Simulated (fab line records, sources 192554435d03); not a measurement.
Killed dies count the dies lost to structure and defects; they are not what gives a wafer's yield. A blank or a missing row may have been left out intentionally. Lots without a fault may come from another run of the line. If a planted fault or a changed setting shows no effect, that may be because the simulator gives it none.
fab line records :: flow n5-finfet
record
  lots=3
  wafers=9
  last-day=19
route steps=1938 shown SD_EPI_P@299 SD_ACTIVATION@330 ILD0@335 BEOL_M4@1111 PASSIVATION@1936
lots that met no fault: from a run of the same line without faults
start-h: hours from the record's first day to the start of the lot's first wafer shown :: wait-h: hours elapsed since this lot's preceding step :: " as in the row above :: L1.1+2: several wafers, shown together as one row :: - no value, or no start was given :: * or withheld: withheld :: < > ~ a bound
route shown NAME@n: a module of which the file shows steps, and the number in the route of the first :: usual: mean/standard deviation of fault-free wafers :: same: alike in all rows :: chamber/n: place in a boat :: sites: per-site readings :: _std_site: standard deviation of those values :: _edge_site: inner sites' mean taken away from outer sites' mean :: radius-mm: for every site, how far away it sits from the centre of the wafer :: mask NAME#n: copy n :: behind: the tool/chamber that last shaped the wafer :: hold: reason for holding the lot/hours on hold/outcome of the hold :: device: the n, p or np transistor that did not switch :: end of line: the route-end tests of the same wafers :: a step with no rows: only its recipe :: killed: at the first sort, the dies lost to defects and structure; wafer yield is something else :: map: a wafer's dies, marking killed ones x, the rest . and places with no die _
set.NAME: the setting the step ran with; set.NAME@STEP: the setting that earlier step ran with :: model.NAME: the simulator's own value behind a step, which no gauge read
lots at selected steps of the route; one table per step, one row per wafer
services: a tool's chamber out of use, with start hour (start-h, from the record's first day; less than 0 if before it), hours out, and reason
## steps
# step N5_SD_EPI_P_SOFTBAKE_04
# recipe
  temp-c=110
  time-s=60
  resist=CAR-ArF-block
# step N5_SD_EPI_P_EXPOSE_06
# recipe
  mask-id=SD_P_BLK
  na=1.35
  source-shape=conventional
  sigma-outer=0.8
  polarization=unpolarized
  target-cd-nm=240
  dose-mj=39.5
# step N5_SD_EPI_P_PEB_07
# recipe
  peb-temp-c=110
  peb-time-s=60
  resist=CAR-ArF-block
# step N5_SD_EPI_P_DEVELOP_08
# recipe
  develop-time-s=30
  developer=TMAH
  resist=CAR-ArF-block
  dev-temp-c=23
  rinse-liquid=diw
  dry=air-spin
# step N5_SD_EPI_P_DESCUM_14
# recipe
  chemistry=O2
  time-s=7.9
  source-power-w=50
  bias-power-w=20
  pressure-mtorr=20
  rf-frequency-hz=2.712e+07
  temp-c=40
  resist=CAR-ArF-block
  o2-flow-sccm=225
# step N5_SD_EPI_P_ETCH_36
# recipe
  chemistry=CF4
  target=SiARC
  target-depth-a=455
  mask-material=CAR-ArF-block
  time-s=75.8
  ion-energy-ev=80
  pressure-mtorr=40
  source-w=545
  bias-w=36
  Ar_flow_sccm=100
  cf4-flow-sccm=100
  ends=cleared
# step N5_SD_EPI_P_ETCH_37
# recipe
  chemistry=N2/H2
  target=SOC
  overetch-a=1080
  mask-material=SiARC
  temp-c=40
  ion-energy-ev=100
  source-w=3000
  bias-w=133
  pressure-mtorr=20
  time-s=486
  n2-flow-sccm=200
  h2-flow-sccm=200
  ends=end-point
# step N5_SD_EPI_P_STRIP_38
# recipe
  chemistry=N2/H2
  temp-c=40
  n2-flow-sccm=200
  h2-flow-sccm=200
  rf-frequency-hz=6e+07
# step N5_SD_EPI_P_ETCHBACK_46
# recipe
  chemistry=CH3F/O2
  mode=anisotropic-etchback
  target=SiNx
  target-depth-a=175
  stop-on=SiO2
  over-etch-frac=0.3
  ion-energy-ev=120
  pressure-mtorr=30
  source-w=395
  bias-w=73
  Ar_flow_sccm=150
  CH3F_flow_sccm=30
  O2_flow_sccm=20
# step N5_SD_EPI_P_ETCH_47
# recipe
  chemistry=CH3F/O2
  target=SiOCN
  target-depth-a=250
  mask-material=SOC
  ion-energy-ev=60
  bias-w=29
  pressure-mtorr=30
  source-w=410
  Ar_flow_sccm=150
  CH3F_flow_sccm=30
  O2_flow_sccm=20
# usual
  CH3F_flow_sccm=30.01/0.093
  drypump-motor-current-A=5.80/0.27
  oes-product-au=0.80/0.1
  rf-vpp-V=127.4/1.9
  showerhead-plenum-p-Torr=2.02/0.058
  throttle-valve-pct=16.35/0.28
lot.wafer: L523.2
tool: rie-diel-01
chamber: 1
start-h: 90.39
wait-h: 0.1
CH3F_flow_sccm: 29.90
drypump-motor-current-A: 6.26
oes-product-au: 0.77
rf-hours-counter-h: 152
rf-vpp-V: 126.7
showerhead-plenum-p-Torr: 2.09
throttle-valve-pct: 16.78

lot.wafer: L523.4
tool: rie-diel-01
chamber: 2
start-h: 90.39
wait-h: 0.1
CH3F_flow_sccm: 29.89
drypump-motor-current-A: 5.62
oes-product-au: 1.01
rf-hours-counter-h: 5
rf-vpp-V: 130.0
showerhead-plenum-p-Torr: 1.96
throttle-valve-pct: 16.13

lot.wafer: L523.5
tool: rie-diel-01
chamber: 2
start-h: 90.39
wait-h: 0.1
CH3F_flow_sccm: 29.96
drypump-motor-current-A: 5.60
oes-product-au: 1.02
rf-hours-counter-h: -
rf-vpp-V: 129.8
showerhead-plenum-p-Torr: 1.96
throttle-valve-pct: 16.13

lot.wafer: L533.2
tool: rie-diel-01
chamber: 1
start-h: 154.15
wait-h: 0.1
CH3F_flow_sccm: 30.22
drypump-motor-current-A: 6.28
oes-product-au: 0.74
rf-hours-counter-h: 171
rf-vpp-V: 127.0
showerhead-plenum-p-Torr: 2.08
throttle-valve-pct: 16.78

lot.wafer: L533.3
tool: rie-diel-01
chamber: 0
start-h: 154.15
wait-h: 0.1
CH3F_flow_sccm: 29.90
drypump-motor-current-A: 5.63
oes-product-au: 0.92
rf-hours-counter-h: 35
rf-vpp-V: 125.6
showerhead-plenum-p-Torr: 2.03
throttle-valve-pct: 15.94

lot.wafer: L533.5
tool: rie-diel-01
chamber: 0
start-h: 154.15
wait-h: 0.1
CH3F_flow_sccm: 30.05
drypump-motor-current-A: 5.61
oes-product-au: 0.91
rf-hours-counter-h: -
rf-vpp-V: 125.1
showerhead-plenum-p-Torr: 2.03
throttle-valve-pct: 15.96

lot.wafer: L540.1
tool: rie-diel-01
chamber: 2
start-h: 192.13
wait-h: 0.1
CH3F_flow_sccm: 29.97
drypump-motor-current-A: 5.61
oes-product-au: 0.92
rf-hours-counter-h: 37
rf-vpp-V: 127.3
showerhead-plenum-p-Torr: 1.95
throttle-valve-pct: 16.19

lot.wafer: L540.2
tool: rie-diel-01
chamber: 1
start-h: 192.13
wait-h: 0.1
CH3F_flow_sccm: 29.94
drypump-motor-current-A: 6.22
oes-product-au: 0.73
rf-hours-counter-h: 183
rf-vpp-V: 127.7
showerhead-plenum-p-Torr: 2.08
throttle-valve-pct: 16.78

lot.wafer: L540.6
tool: rie-diel-01
chamber: 2
start-h: 192.13
wait-h: 0.1
CH3F_flow_sccm: 30.04
drypump-motor-current-A: 5.60
oes-product-au: 0.91
rf-hours-counter-h: -
rf-vpp-V: 129.2
showerhead-plenum-p-Torr: 1.95
throttle-valve-pct: 16.19
# step N5_SD_EPI_P_ETCH_16
# recipe
  chemistry=CHF3/O2
  target=SiO2
  target-depth-a=50
  mask-material=SOC
  pressure-mtorr=30
  source-w=650
  bias-w=170
  Ar_flow_sccm=200
  CHF3_flow_sccm=50
  O2_flow_sccm=5
  ion-energy-ev=200
# step N5_SD_EPI_P_STRIP_50
# recipe
  chemistry=CHF3/O2
  resist=SiARC
  rf-frequency-hz=6e+07
# step N5_SD_EPI_P_SD_RECESS_17
# recipe
  chemistry=HBr/Cl2/O2
  target-depth-a=391
  bt-time-s=3
  pressure-mtorr=10
  icp-w=800
  bias-w=112
  HBr_flow_sccm=150
  Cl2_flow_sccm=80
  O2_flow_sccm=12
# step N5_SD_EPI_P_WET_ETCH_45
# recipe
  chemistry=dHF
  dilution=withheld
  time-s=10.7
  target=SiO2
  target-depth-a=20
  temp-c=25
  dry=ipa-marangoni
  rinse-time-s=30
  rinse-temp-c=23
# step N5_SD_EPI_P_STRIP_40
# recipe
  chemistry=N2/H2
  power-w=1000
  temp-c=250
  h2-frac=0.65
  overash-fraction=0.3
  pressure-mtorr=withheld
  n2-flow-sccm=1750
  h2-flow-sccm=3250
# step N5_SD_EPI_P_PRECLEAN_52
# recipe
  chemistry=O3/DIW
  time-s=60
  temp-c=22
  o3-ppm=10
# step N5_SD_EPI_P_SRD_20
# recipe
  dry=ipa-marangoni
  do-ppb=5
  time-s=30
  temp-c=23
  rinse-liquid=diw
# step N5_SD_EPI_P_PRECLEAN_51
# recipe
  chemistry=NF3:NH3
  afs-cycles=1
  temp-c=30
  time-s=20
  sublimation-temp-c=180
  sublimation-time-s=60
  pressure-torr=3
  rf-power-w=30
# step N5_SD_EPI_P_VAPOR_ETCH_44
# recipe
  chemistry=NF3/Ar
  target=SiGe30
  temp-c=25
  time-s=3.3
  mode=isotropic
# step N5_SD_EPI_P_EPI_21
# recipe
  material=SiGe:B
  dopant=B
  temp-c=550
  pressure-torr=20
  ambient=H2
  time-s=355
# step N5_SD_EPI_P_HM_STRIP_48
# recipe
  chemistry=H3PO4
  temp-c=160
  material=SiNx
  target=SiNx
  target-depth-a=30
  overetch-fraction=0.3
# step N5_SD_EPI_P_SRD_49
# recipe
  dry=ipa-marangoni
  time-s=30
  temp-c=23
  rinse-liquid=diw
# step N5_SD_EPI_P_PRECLEAN_24
# recipe
  chemistry=O3/DIW
  time-s=45
  temp-c=22
  o3-ppm=10
# step N5_SD_EPI_P_PRECLEAN_32
# recipe
  chemistry=dHF
  time-s=10
  dilution=500:1
  temp-c=25
# step N5_SD_EPI_P_PRECLEAN_33
# recipe
  chemistry=SC2
  time-s=45
  temp-c=35
  mix=1:1:50
# step N5_SD_EPI_P_SRD_25
# recipe
  time-s=30
  temp-c=23
  rinse-liquid=diw
  dry=ipa-marangoni
# step N5_SD_EPI_P_INSPECT_26
# recipe
  inspect-instrument=darkfield
  mode=post-epi
# usual
  raw-defect-count=186/37
lot.wafer: L523.2
tool: defect-inspect-01
chamber: -
start-h: 93.60
wait-h: 0.0
raw-defect-count: 582

lot.wafer: L523.4
tool: defect-inspect-01
chamber: -
start-h: 93.60
wait-h: 0.0
raw-defect-count: 176

lot.wafer: L523.5
tool: defect-inspect-01
chamber: -
start-h: 93.60
wait-h: 0.0
raw-defect-count: 185

lot.wafer: L533.2
tool: defect-inspect-01
chamber: -
start-h: 158.19
wait-h: 0.0
raw-defect-count: 143

lot.wafer: L533.3
tool: defect-inspect-01
chamber: -
start-h: 158.19
wait-h: 0.0
raw-defect-count: 180

lot.wafer: L533.5
tool: defect-inspect-01
chamber: -
start-h: 158.19
wait-h: 0.0
raw-defect-count: 177

lot.wafer: L540.1
tool: defect-inspect-02
chamber: -
start-h: 195.35
wait-h: 0.0
raw-defect-count: 229

lot.wafer: L540.2
tool: defect-inspect-02
chamber: -
start-h: 195.35
wait-h: 0.0
raw-defect-count: 185

lot.wafer: L540.6
tool: defect-inspect-02
chamber: -
start-h: 195.35
wait-h: 0.0
raw-defect-count: 221
# step N5_SD_ACTIVATION_RTA_00
# recipe
  temp-c=975
  time-s=0
  ambient=N2
  idle-temp-c=600
  ramp-up-c-per-s=150
  ramp-down-c-per-s=60
  cool-to-c=600
# step N5_SD_ACTIVATION_LSA_01
# recipe
  temp-c=1080
  time-s=0.0008
  ambient=N2
# step N5_SD_ACTIVATION_INSPECT_02
# recipe
  inspect-instrument=darkfield
  mode=post-anneal
# usual
  raw-defect-count=190/37
lot.wafer: L523.2
tool: defect-inspect-01
chamber: -
start-h: 94.35
wait-h: 0.1
raw-defect-count: 590

lot.wafer: L523.4
tool: defect-inspect-01
chamber: -
start-h: 94.35
wait-h: 0.1
raw-defect-count: 187

lot.wafer: L523.5
tool: defect-inspect-01
chamber: -
start-h: 94.35
wait-h: 0.1
raw-defect-count: 178

lot.wafer: L533.2
tool: defect-inspect-02
chamber: -
start-h: 158.94
wait-h: 0.1
raw-defect-count: 153

lot.wafer: L533.3
tool: defect-inspect-02
chamber: -
start-h: 158.94
wait-h: 0.1
raw-defect-count: 196

lot.wafer: L533.5
tool: defect-inspect-02
chamber: -
start-h: 158.94
wait-h: 0.1
raw-defect-count: 178

lot.wafer: L540.1
tool: defect-inspect-02
chamber: -
start-h: 196.22
wait-h: 0.2
raw-defect-count: 219

lot.wafer: L540.2
tool: defect-inspect-02
chamber: -
start-h: 196.22
wait-h: 0.2
raw-defect-count: 192

lot.wafer: L540.6
tool: defect-inspect-02
chamber: -
start-h: 196.22
wait-h: 0.2
raw-defect-count: 223
# step N5_ILD0_LINER_00
# recipe
  material=SiNx
  target-thk-a=40
  temp-c=400
  ald-precursor-family=SiH2I2
  ald-co-reactant=N2/H2-plasma
  pulse-time-s=1
  purge-time-s=2
  co-reactant-purge-time-s=2
  ald-cycles=80
  pressure-torr=2
# step N5_BEOL_M4_RC_MEAS_101
# usual
  DIBL_N=35.3/1.8
  DIBL_P=35.2/2.2
  IOFF_N=0.144/0.029
  IOFF_P=0.19/0.031
  ION_N=670/12
  ION_P=460/7.6
  SS_N=71.2/0.62
  SS_P=73.0/0.69
  VT_N=251/3.4
  VT_P=-251.4/2.6
lot.wafer: L523.2
tool: prober-01
chamber: 0
start-h: 236.93
wait-h: 0.2
DIBL_N[mV/V]: 34.8
DIBL_P[mV/V]: 34.8
IOFF_N[nA/um]: 0.139
IOFF_P[nA/um]: 0.17
ION_N[uA/um]: 663
ION_P[uA/um]: 445
SS_N[mV/dec]: 71.6
SS_P[mV/dec]: 73.3
VT_N[mV]: 253
VT_P[mV]: -254.3

lot.wafer: L523.4
tool: prober-01
chamber: 0
start-h: 236.93
wait-h: 0.2
DIBL_N[mV/V]: 32.5
DIBL_P[mV/V]: 31.9
IOFF_N[nA/um]: 0.107
IOFF_P[nA/um]: 0.14
ION_N[uA/um]: 651
ION_P[uA/um]: 442
SS_N[mV/dec]: 71.2
SS_P[mV/dec]: 72.7
VT_N[mV]: 257
VT_P[mV]: -253.5

lot.wafer: L523.5
tool: prober-01
chamber: 0
start-h: 236.93
wait-h: 0.2
DIBL_N[mV/V]: 30.4
DIBL_P[mV/V]: 29.9
IOFF_N[nA/um]: 0.084
IOFF_P[nA/um]: 0.13
ION_N[uA/um]: 640
ION_P[uA/um]: 449
SS_N[mV/dec]: 70.5
SS_P[mV/dec]: 71.4
VT_N[mV]: 259
VT_P[mV]: -255.8

lot.wafer: L533.2
tool: prober-02
chamber: 0
start-h: 315.34
wait-h: 0.2
DIBL_N[mV/V]: 37.3
DIBL_P[mV/V]: 38.3
IOFF_N[nA/um]: 0.173
IOFF_P[nA/um]: 0.22
ION_N[uA/um]: 683
ION_P[uA/um]: 472
SS_N[mV/dec]: 71.1
SS_P[mV/dec]: 73.4
VT_N[mV]: 248
VT_P[mV]: -252.4

lot.wafer: L533.3
tool: prober-02
chamber: 0
start-h: 315.34
wait-h: 0.2
DIBL_N[mV/V]: 36.2
DIBL_P[mV/V]: 36.4
IOFF_N[nA/um]: 0.133
IOFF_P[nA/um]: 0.18
ION_N[uA/um]: 669
ION_P[uA/um]: 453
SS_N[mV/dec]: 71.4
SS_P[mV/dec]: 73.8
VT_N[mV]: 254
VT_P[mV]: -254.5

lot.wafer: L533.5
tool: prober-02
chamber: 0
start-h: 315.34
wait-h: 0.2
DIBL_N[mV/V]: 36.3
DIBL_P[mV/V]: 37.4
IOFF_N[nA/um]: 0.142
IOFF_P[nA/um]: 0.20
ION_N[uA/um]: 671
ION_P[uA/um]: 467
SS_N[mV/dec]: 71.4
SS_P[mV/dec]: 73.6
VT_N[mV]: 252
VT_P[mV]: -251.2

lot.wafer: L540.1
tool: prober-01
chamber: 0
start-h: 341.60
wait-h: 0.0
DIBL_N[mV/V]: 39.6
DIBL_P[mV/V]: 39.9
IOFF_N[nA/um]: 0.217
IOFF_P[nA/um]: 0.28
ION_N[uA/um]: 672
ION_P[uA/um]: 463
SS_N[mV/dec]: 72.3
SS_P[mV/dec]: 75.1
VT_N[mV]: 245
VT_P[mV]: -247.7

lot.wafer: L540.2
tool: prober-01
chamber: 0
start-h: 341.60
wait-h: 0.0
DIBL_N[mV/V]: 36.6
DIBL_P[mV/V]: 35.3
IOFF_N[nA/um]: 0.146
IOFF_P[nA/um]: 0.18
ION_N[uA/um]: 668
ION_P[uA/um]: 454
SS_N[mV/dec]: 71.4
SS_P[mV/dec]: 73.1
VT_N[mV]: 250
VT_P[mV]: -252.8

lot.wafer: L540.6
tool: prober-01
chamber: 0
start-h: 341.60
wait-h: 0.0
DIBL_N[mV/V]: 36.3
DIBL_P[mV/V]: 35.1
IOFF_N[nA/um]: 0.140
IOFF_P[nA/um]: 0.18
ION_N[uA/um]: 660
ION_P[uA/um]: 447
SS_N[mV/dec]: 71.4
SS_P[mV/dec]: 73.2
VT_N[mV]: 255
VT_P[mV]: -254.5
# step N5_PASSIVATION_PROBE_49
# usual
  defect-limited-yield=91.0/1.4
  killed_at_M0_to_M3=36/10
  killed_at_M4_up=15/5
  killed-at-contacts=12/6.1
  killed-at-front-end=40/13
  killed-at-other=3.8/2.9
  killed-dies=106/16
  killed-open=68/12
  killed-short=35/8.2
  sort_bin_5_function=5.2/0.9
  sort_bin_6_memory=3.4/0.71
  sort_bin_8_speed=0.0/0.46
  sort-n-pass=1073/17
  sort-yield-pct=91.0/1.5
# same
  gross-dies=1180
  killed-at-back-side=0
  sort_bin_4_leakage[%]=0
lot.wafer: L523.2
tool: prober-01
chamber: -
start-h: 375.73
wait-h: 0.3
defect-limited-yield[%]: 82.4
killed_at_M0_to_M3: 29
killed_at_M4_up: 8
killed-at-contacts: 0
killed-at-front-end: 169
killed-at-other: 2
killed-dies: 208
killed-open: 61
killed-short: 29
sort_bin_5_function[%]: 11.4
sort_bin_6_memory[%]: 4.1
sort_bin_8_speed[%]: 0
sort-n-pass: 972
sort-yield-pct[%]: 82.4

lot.wafer: L533.2
tool: prober-01
chamber: -
start-h: 433.05
wait-h: 0.3
defect-limited-yield[%]: 91.2
killed_at_M0_to_M3: 42
killed_at_M4_up: 7
killed-at-contacts: 13
killed-at-front-end: 36
killed-at-other: 6
killed-dies: 104
killed-open: 65
killed-short: 36
sort_bin_5_function[%]: 5.2
sort_bin_6_memory[%]: 3.5
sort_bin_8_speed[%]: 0
sort-n-pass: 1076
sort-yield-pct[%]: 91.2

lot.wafer: L533.3
tool: prober-01
chamber: -
start-h: 433.10
wait-h: 0.4
defect-limited-yield[%]: 91.0
killed_at_M0_to_M3: 39
killed_at_M4_up: 11
killed-at-contacts: 21
killed-at-front-end: 33
killed-at-other: 2
killed-dies: 106
killed-open: 74
killed-short: 30
sort_bin_5_function[%]: 5.4
sort_bin_6_memory[%]: 3.2
sort_bin_8_speed[%]: 0
sort-n-pass: 1074
sort-yield-pct[%]: 91.0

lot.wafer: L533.5
tool: prober-01
chamber: -
start-h: 433.20
wait-h: 0.5
defect-limited-yield[%]: 90.5
killed_at_M0_to_M3: 40
killed_at_M4_up: 19
killed-at-contacts: 6
killed-at-front-end: 42
killed-at-other: 5
killed-dies: 112
killed-open: 59
killed-short: 48
sort_bin_5_function[%]: 5.2
sort_bin_6_memory[%]: 4.1
sort_bin_8_speed[%]: 0
sort-n-pass: 1068
sort-yield-pct[%]: 90.5
# killed by level:class
L523.2 SD_EPI_P:unspecified=117 STI_FIN_REVEAL:geometric-particle:open=28 BEOL_M0_SAQP:geometric-particle:short=7 DUMMY_GATE:geometric-particle:open=5 BEOL_M0_SAQP:geometric-particle:open=5 BEOL_M1:geometric-particle:open=4 FIN_SAQP:geometric-particle:short=3 STI_FIN_REVEAL:geometric-particle:short=3
L533.2 BEOL_M1:geometric-particle:open=12 BEOL_M2:geometric-particle:open=12 GATE_CUT:geometric-particle:short=10 MOL_CONTACT_COAG:geometric-particle:open=10 FIN_SAQP:geometric-particle:short=8 BEOL_M3:geometric-particle:open=8 FIN_SAQP:geometric-particle:open=4 GATE_CUT:geometric-particle:open=4
L533.3 MOL_CONTACT_COAG:geometric-particle:open=16 STI_FIN_REVEAL:geometric-particle:open=11 BEOL_M2:geometric-particle:open=9 BEOL_M3:geometric-particle:open=9 BEOL_M1:geometric-particle:open=5 GATE_CUT:geometric-particle:short=5 MOL_CONTACT_COAG:geometric-particle:short=5 BEOL_M0_SAQP:geometric-particle:short=5
L533.5 FIN_SAQP:geometric-particle:short=10 BEOL_M0_SAQP:geometric-particle:short=9 BEOL_M4:geometric-particle:open=9 BEOL_M2:geometric-particle:open=8 BEOL_M2:geometric-particle:short=7 STI_FIN_REVEAL:geometric-particle:open=6 BEOL_M0_SAQP:geometric-particle:open=6 BEOL_M3:geometric-particle:open=6
# map L523.2 (x killed, . not)
_________________......x...x.________________
______________x....xx..........._____________
___________....x..x.xx............x__________
__________........x....x............_________
________x............xx.....x........._______
_______..............xx.x..x..xx..x....______
______..............xxxxx.x.x..........._____
_____...x............x.xxxxxxxx.......x..____
____..........x.....xxxxxxxxx..x..........___
___...............xxxxxxxxxxxxx............__
___.....x.........xxxxxxxxxxxxx............__
__....xx.........x.xxxxxxxxxx.xxx.xx........_
__..............x.xxxxxxxxxxxxx......x......_
_.............x....xxxxxxxxxxxxxx..x...x.....
_..................xxxxxxxxxxx.x.............
_..x................xx.xxxxx.xxx...........x.
_.....................x..x.x......x......x...
_................x.............x.............
_..........x.........xx..x.............x.....
_.............x...x..................x.......
_..x......................x............x.....
__.......x.x.......x.x..x............x......_
__........................x......x.........._
___..x.................................x.x.__
___.................x......x..x.....x......__
____................x..x.........x........___
_____......x......x.....x................____
______x.........................x.....x._____
_______.....xxx.....................x.x______
________.x....x..................x...._______
__________.x.................x....x._________
___________..xx....................__________
______________.................._____________
_________________............________________
# map L533.5 (x killed, . not)
_________________............________________
______________.................._____________
___________...x..............x.....__________
__________.x...x...........x......x._________
________...........x.........x....x..._______
_______.............x.x.......xx.......______
______...x.x...............xx.........x._____
_____................x.....x....x......x.____
____.....xx.xx......x.x...........x....x..___
___.......x.............x.......x..........__
___......x.............x.............x....x__
__......x..x............x..x...x............_
__.x.......................x................_
_x.............x....................x........
_..............x...........x...............x.
_...x....x.............x.....................
_.................x.................x..x.....
_..........x..x...x..........................
_......xx.....x................x.....x.......
_.x...............x.......x.....x....x.......
_.x.x................................x.......
__..........................x.....xx.....x.._
__.x....................x........x.........._
___......x...................xx...........x__
___.x..................xxx.................__
____...........x....x.....................___
_____.x.......x.x...x...........x....x...____
______x.....xx.........................._____
_______.................xx.x.........x.______
________.............................._______
__________xx.x........x..........x.x_________
___________......x.......x.........__________
______________.........x........_____________
_________________........x...________________
## services
tool: rie-diel-01
chamber: 1
start-h: 80.56
hours: 2.8
kind: repair

tool: rie-diel-01
chamber: 1
start-h: 108.62
hours: 3.8
kind: repair

tool: rie-diel-01
chamber: 2
start-h: 175.04
hours: 8.4
kind: repair
## key
first-sign
  step=N5_SD_EPI_P_INSPECT_26
  reading=raw-defect-count
  direction=up
  sigmas=11
  usual=186
  struck=582
effect
  step=N5_SD_ACTIVATION_INSPECT_02
  reading=raw-defect-count
  direction=up
  sigmas=11
  usual=190
  struck=590
effect
  step=N5_PASSIVATION_PROBE_49
  reading=killed-at-front-end
  direction=up
  sigmas=9.6
  usual=40
  struck=169
more-kills-born-at
  N5_SD_EPI_P_ETCH_47@rie-diel-01=117
met-at N5_SD_EPI_P_ETCH_47
struck-wafers L523.2
baseline-loss
  step=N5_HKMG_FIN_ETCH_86
  wafers=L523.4
fault
  kind=chamber-particle-source
  tool=rie-diel-01
  chamber=1
  onset-h=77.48
  steps=N5_SD_EPI_P_ETCH_47
  rate-per-visit-cm2=0.70084
  end-h=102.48
# baseline-loss: these wafers lose ten dies or more at that step, a loss of the line's own and not of a fault; the sort's usual values leave them out
